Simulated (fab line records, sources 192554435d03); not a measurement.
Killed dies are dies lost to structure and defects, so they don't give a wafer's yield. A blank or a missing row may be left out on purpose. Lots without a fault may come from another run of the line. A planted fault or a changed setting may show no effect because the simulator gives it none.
fab line records | flow n5_finfet
record lots=9 wafers=25 last_day=18
route steps=1938 shown BEOL_M4@1111 BEOL_M11@1577 BEOL_M12@1608 PASSIVATION@1936
lots that met no fault: from a run of the same line without faults
start_h: hours from the record's first day to the start of the lot's first wafer shown | wait_h: hours since the lot's step before | " the same as in the row above | L1.1+2: a row that stands for several wafers | - no value, or no start given | * or withheld: withheld | < > ~ a bound
route shown NAME@n: a module of which the file shows steps, and the number in the route of the first | usual: mean/standard deviation of fault-free wafers | same: alike in all rows | chamber/n: place in a boat | sites: the reading at each site | _std_site: their standard deviation | _edge_site: outer sites' mean less inner sites' | radius_mm: how far each site lies from the wafer's centre | mask NAME#n: copy n | behind: the tool/chamber that last shaped the wafer | hold: why the lot was held/for how many hours/how that ended | device: the transistor (n, p or np) that didn't switch | end of line: the same wafers' tests at the end of the route | a step without rows: its recipe alone | killed: dies lost to structure and defects at the first sort, not the wafer's yield | map: a wafer's dies, x killed, . not, _ none there
set.NAME: the setting as run; set.NAME@STEP: as run at that earlier step | model.NAME: the simulator's own value behind a step, which no gauge read
steps of the route over a sample of lots; a table a step, a row a wafer
services: from which hour (start_h, from the record's first day; less than 0 if before it) a tool's chamber was out of use, for how many hours, and why
## steps
# step N5_BEOL_M4_RC_MEAS_101
# usual DIBL_N=36.2/1.6 DIBL_P=36.5/1.9 IOFF_N=0.158/0.027 IOFF_P=0.21/0.038 ION_N=675/12 ION_P=464/8.9 SS_N=71.5/0.61 SS_P=73.4/0.59 VT_N=250.4/3 VT_P=-250/3.6
# columns lot.wafer tool chamber start_h wait_h DIBL_N[mV/V] DIBL_P[mV/V] IOFF_N[nA/um] IOFF_P[nA/um] ION_N[uA/um] ION_P[uA/um] SS_N[mV/dec] SS_P[mV/dec] VT_N[mV] VT_P[mV]
L506.2 prober-01 0 170.34 0.2 35.1 35.1 0.140 0.18 670 458 71.4 73.4 250.7 -254
L506.5 " 0 " " 34.4 34.7 0.130 0.18 663 461 70.9 73.1 255.0 -254
L506.6 " 0 " " 34.1 33.3 0.114 0.16 656 449 71.2 72.0 254.7 -255
L508.2 prober-02 0 186.05 0.2 34.7 34.0 0.134 0.16 658 450 70.6 72.6 253.2 -257
L508.3 " 0 " " 36.7 37.3 0.164 0.21 661 457 71.9 73.3 253.0 -250
L508.6 " 0 " " 35.4 35.1 0.147 0.17 650 446 71.8 72.7 254.2 -256
L510.1 prober-01 0 202.49 0.0 37.8 37.8 0.168 0.21 684 461 72.0 73.6 253.7 -250
L510.4 " 0 " " 38.4 38.4 0.180 0.22 689 461 71.5 74.4 249.0 -250
L510.5 " 0 " " 39.3 39.3 0.192 0.24 680 463 71.3 74.3 251.1 -253
L511.3 prober-01 0 211.01 0.3 34.9 34.8 0.129 0.20 673 465 71.5 73.4 255.7 -249
L511.4 " 0 " " 34.2 34.6 0.121 0.19 665 461 71.3 72.7 254.4 -251
L511.6 " 0 " " 36.7 37.9 0.165 0.25 685 474 72.1 73.2 248.9 -245
L514.3 prober-01 0 217.45 0.3 35.0 35.7 0.139 0.19 672 468 71.4 73.3 252.1 -252
L514.4 " 0 " " 35.1 35.6 0.144 0.20 683 468 71.3 72.9 252.2 -251
L514.6 " 0 " " 34.2 33.3 0.128 0.17 671 462 70.5 73.1 254.2 -252
L516.1 prober-02 0 251.76 0.0 34.4 33.6 0.128 0.15 658 446 70.3 72.3 251.3 -258
L516.3 " 0 " " 37.1 37.9 0.175 0.22 672 456 71.5 74.1 248.8 -250
L516.4 " 0 " " 36.1 35.3 0.154 0.17 674 456 71.2 72.9 248.4 -251
L520.1 prober-02 0 276.81 0.0 36.2 35.3 0.141 0.18 677 464 70.7 73.0 250.3 -253
L520.3 " 0 " " 35.3 34.9 0.142 0.18 668 460 71.1 72.6 249.4 -252
L521.3 prober-01 0 279.92 0.3 36.6 37.1 0.172 0.21 666 463 72.4 72.5 249.4 -252
L521.6 " 0 " " 35.2 36.7 0.142 0.20 673 462 71.5 73.6 252.4 -253
L527.1 prober-01 0 313.01 0.0 38.4 38.9 0.223 0.30 690 478 73.0 74.6 246.9 -245
L527.3 " 0 " " 36.2 36.3 0.157 0.23 666 461 71.9 73.7 252.2 -248
L527.6 " 0 " " 36.0 35.3 0.158 0.21 675 461 71.6 72.9 252.8 -252
# step N5_BEOL_M11_STRIP_36
# recipe chemistry=N2/H2 power_w=450 temp_c=40 pressure_mtorr=20 rf_frequency_hz=6e+07 overash_fraction=0.3 bias_power_w=7 h2_frac=0.5 n2_flow_sccm=200 h2_flow_sccm=200
# usual drypump_motor_current_A=5.7/0.57 oes_product_au=0.80/0.087 rf_vpp_V=59.4/1.9 showerhead_plenum_p_Torr=2.53/0.082 throttle_valve_pct=23.54/0.23
# columns lot.wafer tool chamber start_h wait_h drypump_motor_current_A oes_product_au rf_hours_counter_h rf_vpp_V showerhead_plenum_p_Torr throttle_valve_pct
L506.2 rie_diel-01 0 233.17 0.0 5.2 0.77 167 64.2 2.53 23.98
L506.5 " 3 " " 5.9 0.73 - 58.1 2.43 24.02
L506.6 " 0 " " 5.2 0.76 - 58.4 2.53 23.96
L508.2 rie_diel-03 3 249.18 0.0 5.5 0.69 233 63.1 2.61 23.77
L508.3 " 0 " " 6.5 0.96 16 61.0 2.61 23.64
L508.6 " 0 " " 6.5 0.95 - 63.2 2.61 23.64
L510.1 rie_diel-06 0 270.04 0.0 6.2 0.73 192 56.5 2.40 23.68
L510.4 " 3 " " 5.8 0.76 129 58.6 2.64 23.36
L510.5 " 2 " " 5.0 0.88 - 59.3 2.48 23.32
L511.3 rie_diel-06 0 278.29 0.0 6.3 0.74 195 58.2 2.40 23.71
L511.4 " 3 " " 5.8 0.77 132 59.5 2.64 23.36
L511.6 " 1 " " 5.1 0.70 - 58.6 2.49 23.42
L514.3 rie_diel-03 3 294.69 0.0 5.5 0.67 247 61.5 2.61 23.81
L514.4 " 2 " " 6.6 0.91 15 60.6 2.48 23.23
L514.6 " 2 " " 6.6 0.92 - 60.5 2.48 23.23
L516.1 rie_diel-06 0 319.67 0.0 6.2 0.72 209 60.0 2.39 23.72
L516.3 " 3 " " 5.7 0.75 145 59.9 2.64 23.39
L516.4 " 3 " " 5.7 0.75 - 58.1 2.64 23.36
L521.3 rie_diel-06 2 341.91 0.0 5.0 0.84 82 58.7 2.47 23.38
L521.6 " 3 " " 5.7 0.75 - 59.3 2.63 23.40
L520.1 rie_diel-03 3 342.07 0.0 5.4 0.94 6 57.2 2.60 23.58
L520.3 " 1 " " 5.7 0.84 71 61.3 2.58 23.58
L527.1 rie_diel-06 2 377.94 0.0 5.0 0.83 92 56.2 2.46 23.38
L527.3 " 1 " " 5.0 0.96 12 59.2 2.48 23.08
L527.6 " 0 " " 6.3 0.70 - 58.9 2.39 23.75
# step N5_BEOL_M12_EXPOSE_07
# recipe mask_id=V11 na=0.93 source_shape=conventional sigma_outer=0.6 polarization=unpolarized attpsm_phase_deg=180 dose_mj=32.5
# usual exposure_dose_mJ_cm2=32.69/0.22
# columns lot.wafer tool chamber start_h wait_h mask exposure_dose_mJ_cm2
L506.2 krf_scanner-01 0 236.29 - V11#0 32.53
L506.5 " 0 " " V11#0 32.52
L506.6 " 0 " " V11#0 32.44
L508.2 krf_scanner-02 0 254.39 - V11#0 32.94
L508.3 " 0 " " V11#0 32.91
L508.6 " 0 " " V11#0 32.93
L510.1 krf_scanner-01 0 273.21 - V11#0 32.54
L510.4 " 0 " " V11#0 32.52
L510.5 " 0 " " V11#0 32.47
L511.3 krf_scanner-02 0 281.07 - V11#0 32.88
L511.4 " 0 " " V11#0 32.91
L511.6 " 0 " " V11#0 32.90
L514.3 krf_scanner-02 0 298.84 - V11#0 32.95
L514.4 " 0 " " V11#0 32.95
L514.6 " 0 " " V11#0 32.90
L516.1 krf_scanner-01 0 323.42 - V11#0 32.50
L516.3 " 0 " " V11#0 32.47
L516.4 " 0 " " V11#0 32.48
L521.3 krf_scanner-02 0 346.25 - V11#0 32.95
L521.6 " 0 " " V11#0 33.02
L520.1 krf_scanner-02 0 346.51 - V11#0 32.93
L520.3 " 0 " " V11#0 32.90
L527.1 krf_scanner-01 0 381.21 - V11#0 32.53
L527.3 " 0 " " V11#0 32.48
L527.6 " 0 " " V11#0 32.50
# step N5_BEOL_M12_CD_MEAS_10
# recipe target_cd_nm=140 landing_energy_ev=500 detector=se_inlens polarity=opening
# usual cd_nm=140.1/1.7
# same landing_energy_ev=500
# columns lot.wafer tool chamber start_h wait_h cd_nm
L506.2 cd_sem-03 0 236.46 - 140.7
L506.5 " 0 " " 139.1
L506.6 " 0 " " 139.2
L508.2 cd_sem-01 0 254.56 - 139.9
L508.3 " 0 " " 140.6
L508.6 " 0 " " 139.1
L510.1 cd_sem-02 0 273.38 - 141.4
L510.4 " 0 " " 138.8
L510.5 " 0 " " 137.1
L511.3 cd_sem-01 0 281.24 - 141.2
L511.4 " 0 " " 139.6
L511.6 " 0 " " 141.2
L514.3 cd_sem-02 0 299.00 - 137.9
L514.4 " 0 " " 138.4
L514.6 " 0 " " 137.9
L516.1 cd_sem-02 0 323.59 - 137.9
L516.3 " 0 " " 137.8
L516.4 " 0 " " 141.3
L521.3 cd_sem-02 0 346.42 - 121.5
L521.6 " 0 " " 140.7
L520.1 cd_sem-01 0 346.69 - 121.1
L520.3 " 0 " " 119.2
L527.1 cd_sem-01 0 381.38 - 139.9
L527.3 " 0 " " 136.9
L527.6 " 0 " " 136.9
# step N5_BEOL_M12_ETCH_59
# recipe chemistry=N2/H2 target=BARC target_depth_a=890 overetch_a=267 time_s=67.9 ion_energy_ev=200 pressure_mtorr=30 source_w=840 bias_w=150 n2_flow_sccm=200 h2_flow_sccm=200
# usual bias_w=150.1/0.45 drypump_motor_current_A=5.7/0.41 oes_product_au=0.70/0.062 rf_vpp_V=524.1/2.4 showerhead_plenum_p_Torr=2.55/0.088 throttle_valve_pct=17.75/0.2
# same time_s=67.9
# columns lot.wafer tool chamber start_h wait_h bias_w drypump_motor_current_A oes_product_au rf_hours_counter_h rf_vpp_V showerhead_plenum_p_Torr throttle_valve_pct
L506.2 rie_diel-04 1 236.59 0.0 150.1 5.3 0.72 59 523.7 2.59 17.71
L506.5 " 2 " " 150.5 5.8 0.87 - 522.6 2.49 17.57
L506.6 " 1 " " 150.1 5.4 0.73 - 524.3 2.59 17.71
L508.2 rie_diel-02 0 254.68 0.0 150.7 5.8 0.61 217 521.0 2.40 17.86
L508.3 " 3 " " 150.7 5.7 0.73 41 524.3 2.59 17.58
L508.6 " 1 " " 150.2 5.3 0.71 - 525.0 2.58 17.83
L510.1 rie_diel-04 3 273.50 0.0 150.0 6.5 0.59 234 526.4 2.60 17.99
L510.4 " 0 " " 150.8 5.2 0.75 29 522.1 2.47 17.19
L510.5 " 3 " " 149.5 6.5 0.60 - 526.6 2.60 17.98
L511.3 rie_diel-04 0 281.67 0.0 150.3 5.2 0.74 33 521.3 2.47 17.20
L511.4 " 2 " " 149.7 5.8 0.81 18 523.0 2.48 17.59
L511.6 " 2 " " 150.1 5.8 0.81 - 523.0 2.48 17.62
L514.3 rie_diel-05 2 299.40 0.0 150.2 6.5 0.78 21 527.9 2.62 17.96
L514.4 " 3 " " 150.6 5.2 0.70 75 528.7 2.70 17.83
L514.6 " 2 " " 149.9 6.5 0.78 - 525.1 2.62 17.96
L516.1 rie_diel-02 2 323.94 0.0 150.4 6.2 0.66 125 527.6 2.65 17.63
L516.3 " 1 " " 150.7 5.2 0.69 101 523.7 2.57 17.86
L516.4 " 0 " " 150.3 5.8 0.60 238 520.5 2.39 17.90
L521.3 rie_diel-02 2 346.76 0.0 150.0 6.2 0.66 133 527.4 2.64 17.67
L521.6 " 3 " " 150.7 5.7 0.70 - 524.5 2.57 17.61
L520.1 rie_diel-02 1 347.07 0.0 150.2 5.2 0.69 110 525.2 2.57 17.88
L520.3 " 2 " " 149.8 6.2 0.66 133 527.0 2.64 17.65
L527.1 rie_diel-05 0 381.50 0.0 149.9 5.8 0.68 96 522.0 2.46 17.91
L527.3 " 1 " " 150.5 5.6 0.66 114 521.0 2.45 18.01
L527.6 " 1 " " 150.0 5.6 0.67 - 521.5 2.45 18.01
# step N5_BEOL_M12_CD_MEAS_28
# recipe target_cd_nm=160.2 landing_energy_ev=500 detector=se_inlens polarity=opening
# usual cd_nm=160.4/1.2
# same landing_energy_ev=500
# columns lot.wafer tool chamber start_h wait_h cd_nm
L506.2 cd_sem-03 0 237.50 - 160.4
L506.5 " 0 " " 158.4
L506.6 " 0 " " 160.1
L508.2 cd_sem-03 0 255.47 - 159.7
L508.3 " 0 " " 160.0
L508.6 " 0 " " 158.6
L510.1 cd_sem-02 0 274.41 - 161.2
L510.4 " 0 " " 162.0
L510.5 " 0 " " 160.8
L511.3 cd_sem-02 0 282.58 - 161.0
L511.4 " 0 " " 161.6
L511.6 " 0 " " 162.0
L514.3 cd_sem-01 0 300.31 - 160.4
L514.4 " 0 " " 163.4
L514.6 " 0 " " 159.8
L516.1 cd_sem-01 0 324.90 - 161.0
L516.3 " 0 " " 159.5
L516.4 " 0 " " 160.7
L521.3 cd_sem-01 0 347.67 - 161.3
L521.6 " 0 " " 161.3
L520.1 cd_sem-01 0 347.98 - 161.0
L520.3 " 0 " " 158.2
L527.1 cd_sem-03 0 382.29 - 160.9
L527.3 " 0 " " 158.5
L527.6 " 0 " " 157.0
# step N5_PASSIVATION_PROBE_49
# usual defect_limited_yield=91.3/1.7 killed_at_M0_to_M3=33/11 killed_at_M4_up=14/5.5 killed_at_contacts=13/6.5 killed_at_front_end=39/13 killed_at_other=3.4/2.9 killed_dies=103/20 killed_on_rim=14/4.3 killed_open=69/15 killed_short=32/8.1 sort_bin_5_function=5.1/1.1 sort_bin_6_memory=3.3/0.74 sort_bin_8_speed=0.00/0.014 sort_n_pass=1077/20 sort_yield_pct=91.3/1.7
# same gross_dies=1180 killed_at_back_side=0 sort_bin_4_leakage[%]=0
# columns lot.wafer tool chamber start_h wait_h defect_limited_yield[%] killed_at_M0_to_M3 killed_at_M4_up killed_at_contacts killed_at_front_end killed_at_other killed_dies killed_on_rim killed_open killed_short sort_bin_5_function[%] sort_bin_6_memory[%] sort_bin_8_speed[%] sort_n_pass sort_yield_pct[%]
L521.3 prober-01 - 390.85 0.1 89.7 20 57 7 37 1 122 36 63 15 7.4 2.9 0 1058 89.7
L521.6 prober-01 - 391.00 0.3 92.5 16 15 22 30 5 88 12 55 31 4.1 3.1 0 1092 92.5
L520.1 prober-01 - 391.80 0.0 81.1 27 146 9 36 5 223 65 63 28 15.8 2.9 0 957 81.1
L520.3 prober-01 - 391.90 0.1 78.1 35 152 14 56 2 259 73 64 51 17.6 3.8 0 921 78.1
# killed by level:class
L521.3 BEOL_M12:area_expose=43 STI_FIN_REVEAL:geometric_particle:open=14 BEOL_M1:geometric_particle:open=8 MOL_CONTACT_COAG:geometric_particle:open=6 BEOL_M4:geometric_particle:open=6 FIN_SAQP:geometric_particle:open=5 DUMMY_GATE:geometric_particle:open=4 GATE_CUT:geometric_particle:open=3
L521.6 MOL_CONTACT_COAG:geometric_particle:open=19 FIN_SAQP:geometric_particle:short=7 STI_FIN_REVEAL:geometric_particle:open=5 BEOL_M0_SAQP:geometric_particle:short=4 GATE_CUT:geometric_particle:short=4 BEOL_M0:geometric_particle:open=4 BEOL_M4:geometric_particle:open=4 BEOL_M5:geometric_particle:open=4
L520.1 BEOL_M12:area_expose=129 BEOL_M2:geometric_particle:open=14 FIN_SAQP:geometric_particle:short=8 MOL_CONTACT_COAG:geometric_particle:open=8 FIN_SAQP:geometric_particle:open=6 STI_FIN_REVEAL:geometric_particle:open=5 BEOL_M4:geometric_particle:open=5 GATE_CUT:geometric_particle:short=4
L520.3 BEOL_M12:area_expose=142 FIN_SAQP:geometric_particle:short=18 FIN_SAQP:geometric_particle:open=14 MOL_CONTACT_COAG:geometric_particle:open=10 BEOL_M2:geometric_particle:open=8 BEOL_M0_SAQP:geometric_particle:short=7 BEOL_M2:geometric_particle:short=6 BEOL_M3:geometric_particle:open=6
## services
# columns tool chamber start_h hours kind
rie_diel-04 0 212.51 4.9 repair
rie_diel-06 0 213.00 3.4 repair
krf_scanner-02 - 213.31 4.9 repair
rie_diel-04 2 214.43 1.4 repair
krf_scanner-01 - 218.23 4.4 pm
rie_diel-01 1 226.18 3.6 repair
rie_diel-03 2 266.47 4.2 repair
krf_scanner-02 - 269.94 0.8 pm
krf_scanner-01 - 271.68 1.3 pm
krf_scanner-02 - 286.72 1.3 pm
rie_diel-06 1 290.13 8.6 repair
rie_diel-04 3 302.35 11.0 repair
rie_diel-05 - 312.36 2.8 pm
krf_scanner-02 - 318.40 1.0 pm
krf_scanner-01 - 329.55 0.8 pm
rie_diel-04 - 337.78 6.8 repair
rie_diel-02 - 344.64 0.3 repair
krf_scanner-01 - 346.34 1.0 pm
rie_diel-05 3 351.58 8.8 repair
krf_scanner-01 - 354.82 3.0 pm
rie_diel-03 - 357.61 13.2 repair
rie_diel-06 - 363.75 0.3 repair
rie_diel-05 2 364.74 10.6 repair
krf_scanner-01 - 375.20 4.0 pm
## key
first_sign step=N5_BEOL_M12_CD_MEAS_10 reading=cd_nm direction=down sigmas=11 usual=140.1 struck=120.6
effect step=N5_PASSIVATION_PROBE_49 reading=killed_at_M4_up direction=up sigmas=19 usual=14 struck=118
more_kills_born_at N5_BEOL_M12_EXPOSE_07@krf_scanner-02=314
met_at N5_BEOL_M12_EXPOSE_07
struck_lots L520,L521
struck_wafers L520.1,L520.3,L521.3
not_acting_at N5_BEOL_M11_STRIP_36,N5_BEOL_M12_ETCH_59,N5_BEOL_M12_CD_MEAS_28
onset_between 298.84 346.25
fault kind=process_parameter_drift tool=krf_scanner-02 chamber=- onset_h=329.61 steps=N5_BEOL_M12_EXPOSE_07 channel=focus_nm offset=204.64 shape=step end_h=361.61 scope=struck_wafers_only
